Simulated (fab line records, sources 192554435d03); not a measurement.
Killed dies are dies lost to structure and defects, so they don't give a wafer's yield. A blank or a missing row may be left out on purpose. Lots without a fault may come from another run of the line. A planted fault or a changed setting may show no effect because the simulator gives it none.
Split-lot experiment | flow n5_finfet | 7 lots, 21 wafers read, on a route of 1938 steps

THE SPLIT
At N5_BEOL_M0_CUTY_EXPOSE_54 (exposes mask M0 ABLK), the setting dose_mj was moved away from the recipe's 36 on 10 of the 21 wafers read, by -7.0% to +3.7%. The other wafers ran this setting at the recipe's value.

FROM THE SPLIT TO THE READING: what the file shows between them, 2 steps
- N5_BEOL_M0_CUTY_PEB_55: peb time 60 s
- N5_BEOL_M0_CUTY_DEVELOP_56: develop time 30 s

THE READING
cd_nm, in nm, at N5_BEOL_M0_CUTY_CD_MEAS_57 (target cd 200 nm). Fault-free wafers of this fab line usually give 200.3 nm, standard deviation 1.1 nm.

wafer  | tool, chamber at the split | dose_mj as run | against the recipe | cd_nm, nm | against lot-mates on the recipe
L076.1 | arfi_scanner-01, 0         | 37.32          | +3.7%              | 197.4     | -3.3
L076.3 | arfi_scanner-01, 0         | 36             | recipe             | 200.7     | -
L076.5 | arfi_scanner-01, 0         | 36             | recipe             | 200.8     | -
L078.4 | arfi_scanner-01, 0         | 36             | recipe             | 199.1     | -
L078.5 | arfi_scanner-01, 0         | 36             | recipe             | 199.8     | -
L078.6 | arfi_scanner-01, 0         | 36             | recipe             | 199.5     | -
L080.2 | arfi_scanner-02, 0         | 34.77          | -3.4%              | 200.3     | +1.7
L080.4 | arfi_scanner-02, 0         | 34.77          | -3.4%              | 202.0     | +3.4
L080.6 | arfi_scanner-02, 0         | 36             | recipe             | 198.6     | -
L081.4 | arfi_scanner-01, 0         | 33.47          | -7.0%              | 202.5     | +2.6
L081.5 | arfi_scanner-01, 0         | 33.47          | -7.0%              | 202.4     | +2.5
L081.6 | arfi_scanner-01, 0         | 36             | recipe             | 199.9     | -
L084.1 | arfi_scanner-01, 0         | 34.03          | -5.5%              | 203.7     | +2.9
L084.4 | arfi_scanner-01, 0         | 34.03          | -5.5%              | 204.5     | +3.7
L084.6 | arfi_scanner-01, 0         | 36             | recipe             | 200.8     | -
L086.2 | arfi_scanner-02, 0         | 36             | recipe             | 199.3     | -
L086.5 | arfi_scanner-02, 0         | 37.26          | +3.5%              | 198.4     | -0.9
L086.6 | arfi_scanner-02, 0         | 37.26          | +3.5%              | 197.4     | -1.9
L092.2 | arfi_scanner-01, 0         | 33.47          | -7.0%              | 206.2     | +4.9
L092.3 | arfi_scanner-01, 0         | 36             | recipe             | 201.7     | -
L092.4 | arfi_scanner-01, 0         | 36             | recipe             | 200.8     | -

THE FIT
A straight line over all 21 wafers: cd_nm changes by -0.578 nm for each +1% of dose_mj; r = -0.87; the points scatter about the line by 1.1 nm.
The same after taking each lot's own level away (the mean of its wafers on the recipe; 21 wafers): -0.541 nm for each +1%; r = -0.93; scatter 0.76 nm.
On that fit, the largest move of dose_mj shifts the reading by 3.8 nm.
The lots' own levels span 198.60 to 201.25 nm, that is 2.4 times the standard deviation above.
So the lot-to-lot level changes the slope little: the two slopes agree.
Check: with one of the wafers moved furthest among these (-7.0%) left out of the fit, the line predicts +4.1 nm for it against its lot-mates. It came out at +2.6 nm against them.

OTHER SPLITS ON THESE WAFERS
These wafers also went through other splits before the reading. Each is held against what the fit with the lots' levels taken away leaves over:
other split on the same wafers            | wafers away from the commonest value | r with cd_nm (lot level and that fit taken away)
N5_MOL_CONTACT_COAG_EXPOSE_05 dose_mj     | 5                                    | +0.17
N5_BEOL_M0_SAQP_COAT_82 spin_rpm          | 9                                    | +0.10
N5_BEOL_M0_SAQP_DEVELOP_13 develop_time_s | 8                                    | -0.18

THE FILE'S OWN FIT
cd_nm changes by -0.586 nm for each +1% of dose_mj, r = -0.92.
